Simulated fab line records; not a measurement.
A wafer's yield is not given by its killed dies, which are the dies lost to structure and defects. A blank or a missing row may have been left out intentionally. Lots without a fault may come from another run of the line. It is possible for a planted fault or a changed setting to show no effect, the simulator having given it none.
Comparing a struck lot with a sound one + flow nandHarc + 16 out of 1302 route steps
Sound: wafers L732.4, L732.5, L732.6. Struck: wafer L724.3 (L724.5, L724.6, from the same lot, were not struck and are left out); the cause is given at the end.
At each step with rows: each side's tool, then ch and its chambers, then its first start. Under that, the readings that differ: sound wafers + struck wafers + difference of the means + sigmas: that difference in standard deviations of wafers without a fault.
alike: words and numbers the same on both sides, and readings whose means are apart by under 2 such deviations; not compared: readings that were withheld, readings missing a value for some wafer, numbers with overlapping values and no deviation given by the record, and bounds like >300 which may hide the same value.
Wherever a step has rows on one side only, a row that says differs or no value, or a row with sigmas, the two part there. Numbers that have no deviation but don't overlap get no sigmas and don't part them. Lack of a reading on every wafer of one side parts them only where that side has two or more wafers.

NHARC_A_ONON_D2_THK_MEAS_08: measures by ellipsometry.
  sound: filmMetro-01 at day 19 01:33; struck: filmMetro-02 at day 16 02:20
  alike: thkNm
next comes 1 step that has no rows for these wafers: NHARC_A_ONON_D2_DEP_09 (target thickness 1000 nm).
NHARC_A_ONON_D2_THK_MEAS_11: measures by ellipsometry.
  sound: filmMetro-01 at day 19 02:07; struck: filmMetro-01 at day 16 02:55
| reading    | sound          | struck | difference | sigmas |
|------------|----------------|--------|------------|--------|
| thkNm (nm) | 1011 1010 1010 | 984    | -26        | -2     |
next comes 1 step that has no rows for these wafers: NHARC_A_ONON_D2_DEP_12 (target thickness 1000 nm).
NHARC_A_ONON_D2_THK_MEAS_14: measures by ellipsometry.
  sound: filmMetro-01 at day 19 02:41; struck: filmMetro-02 at day 16 03:29
  alike: thkNm
then, 2 steps without rows for these wafers: NHARC_A_ONON_D2_ANNEAL_15 (time 3600 s); NHARC_A_ONON_D2_DEP_16 (target thk 1000 nm).
NHARC_A_ONON_D2_THK_MEAS_18: measures by ellipsometry.
  sound: filmMetro-02 at day 19 09:48; struck: filmMetro-01 at day 16 11:45
  alike: thkNm
next comes 1 step that has no rows for these wafers: NHARC_A_ONON_D2_DEP_19 (target thickness 1000 nm).
NHARC_A_ONON_D2_THK_MEAS_21: measures by ellipsometry.
  sound: filmMetro-01 at day 19 10:22; struck: filmMetro-01 at day 16 12:19
  alike: thkNm
next comes 1 step that has no rows for these wafers: NHARC_A_ONON_D2_DEP_22 (target thickness 1000 nm).
NHARC_A_ONON_D2_THK_MEAS_24: measures by ellipsometry.
  sound: filmMetro-01 at day 19 10:56; struck: filmMetro-01 at day 16 12:53
  alike: thkNm
NHARC_A_ONON_D2_DEP_25: target thk 1000 nm.
  sound on pecvdOnon-01 ch 0, day 19 11:10; struck on pecvdOnon-04 ch 0, day 16 13:03
  alike: n2FlowSccm, n2oFlowSccm, susceptorTempC
NHARC_A_ONON_D2_THK_MEAS_27: measures by ellipsometry.
  sound: filmMetro-01 at day 19 11:30; struck: filmMetro-01 at day 16 13:26
| reading    | sound       | struck | difference | sigmas |
|------------|-------------|--------|------------|--------|
| thkNm (nm) | 996 996 998 | 1111   | +114       | +12    |
then, 2 steps without rows for these wafers: NHARC_A_ONON_D2_DEP_28 (target thk 1000 nm); NHARC_END_SORT_01.

WHERE THEY PART
At NHARC_A_ONON_D2_THK_MEAS_11 first; at NHARC_A_ONON_D2_THK_MEAS_27 last (within this record only).

WHY: what had been put in by the simulator
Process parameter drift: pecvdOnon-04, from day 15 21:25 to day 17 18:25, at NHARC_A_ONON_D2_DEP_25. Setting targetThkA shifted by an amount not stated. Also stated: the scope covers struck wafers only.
